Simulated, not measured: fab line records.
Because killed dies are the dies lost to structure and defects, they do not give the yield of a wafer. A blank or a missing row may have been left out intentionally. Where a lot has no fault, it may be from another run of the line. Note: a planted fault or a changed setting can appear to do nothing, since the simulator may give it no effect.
The same fault as seen by 3 desks ; flow n5-finfet ; every desk sees just its own numbers, and what lay behind them comes last

## THE TOOL OWNER'S DESK: rie-diel-01
The tool's own readings at N5_PASSIVATION_ETCH_54 (etches SiO2 in CHF3/O2, target depth 880 nm, time 440 s): means of the sampled wafers that have a number, for each lot that ran on this tool. A lot is out of limits, marked OUT, if its mean lies more than 4 standard deviations from the usual mean; the brackets give that distance.
Columns: A = chamber-pressure-mTorr at N5_PASSIVATION_ETCH_54, usual 30.002 mTorr; B = drypump-motor-current-A at N5_PASSIVATION_ETCH_54, usual 5.8 A; C = oes_o_777_au at N5_PASSIVATION_ETCH_54, usual 0.80 a.u.; D = oes-product-au at N5_PASSIVATION_ETCH_54, usual 0.80 a.u.; E = rf-vpp-V at N5_PASSIVATION_ETCH_54, usual 523 V; F = showerhead-plenum-p-Torr at N5_PASSIVATION_ETCH_54, usual 2.40 Torr; G = throttle-valve-pct at N5_PASSIVATION_ETCH_54, usual 18.84 %
lot;first seen here;A;B;C;D;E;F;G
L189;day 14 22:59;29.978;5.7;0.71;0.72;534;2.43;19.16
L192;day 15 04:48;30.007;6.0;0.77;0.75;534;2.46;18.97
L193;day 15 09:05;30.025;6.2;0.81;0.81;514;2.46;18.78
L195;day 15 12:59;29.997;6.4;0.88;0.82;506;2.53;18.82
L194;day 15 23:26;30.004;6.2;0.80;0.79;514;2.46;18.78
L198;day 16 14:41;29.992;6.5;0.84;0.80;515;2.48;18.59
This desk's verdict: no lot among the 6 shows anything out of limits.

## METROLOGY DESK
Lot by lot, what the gauges showed, no matter which tool ran the lot: averages of those sampled wafers that carry a number. A lot is out of limits, marked OUT, if its mean lies more than 4 standard deviations from the usual mean; the brackets give that distance. Only the readings that lie furthest out on some lot appear, 7 of the 11 it has.
Columns: A = DIBL_N at N5_BEOL_M4_RC_MEAS_101, usual 36.0 mV/V; B = IOFF_P at N5_BEOL_M4_RC_MEAS_101, usual 0.21 nA/um; C = ION_N at N5_BEOL_M4_RC_MEAS_101, usual 671 uA/um; D = ION_P at N5_BEOL_M4_RC_MEAS_101, usual 461 uA/um; E = VT_N at N5_BEOL_M4_RC_MEAS_101, usual 251 mV; F = VT_P at N5_BEOL_M4_RC_MEAS_101, usual -250 mV; G = cd-nm at N5_PASSIVATION_CD_MEAS_44, usual 40000 nm
lot;first seen here;A;B;C;D;E;F;G
L190;day 10 06:41;35.7;0.17;658;453;255;-257;40000
L189;day 10 07:52;37.6;0.22;677;463;252;-251;39993
L192;day 11 04:19;36.4;0.20;665;462;251;-251;40005
L193;day 11 11:53;35.1;0.18;667;453;253;-254;40006
L195;day 11 18:24;36.2;0.22;672;461;252;-248;39995
L194;day 11 20:52;39.2;0.25;680;468;247;-248;40000
L198;day 12 07:01;36.9;0.21;684;457;247;-252;39993
L197;day 12 11:42;35.3;0.22;671;466;249;-249;39999
L196;day 12 12:41;37.4;0.23;677;461;251;-249;39992
L205;day 14 06:51;35.5;0.18;680;465;252;-256;40002
This desk's verdict: no lot among the 10 shows anything out of limits.

## THE DEFECT DESK
Inspection counts along the route, by lot: the mean over sampled wafers that carry a number. A lot is out of limits, marked OUT, if its mean lies more than 4 standard deviations from the usual mean; the brackets give that distance.
Columns: A = raw-defect-count at N5_PASSIVATION_INSPECT_67, usual 2.2
lot;first seen here;A
L190;day 14 22:14;2.0
L189;day 14 22:41;2.0
L192;day 15 04:19;2.7
L193;day 15 08:48;3.7
L195;day 15 12:42;1.7
L194;day 15 23:08;2.3
L197;day 16 12:11;1.3
L198;day 16 14:05;3.0
L196;day 16 14:15;1.0
L205;day 18 11:25;4.0
This desk's verdict: no lot among the 10 shows anything out of limits.

## BROUGHT TOGETHER
The desk of the tool owner found nothing out of limits.
At the metrology desk, nothing out of limits was observed.
No out-of-limits result turned up at the defect desk.

## WHAT THE SIMULATOR HAD PUT IN
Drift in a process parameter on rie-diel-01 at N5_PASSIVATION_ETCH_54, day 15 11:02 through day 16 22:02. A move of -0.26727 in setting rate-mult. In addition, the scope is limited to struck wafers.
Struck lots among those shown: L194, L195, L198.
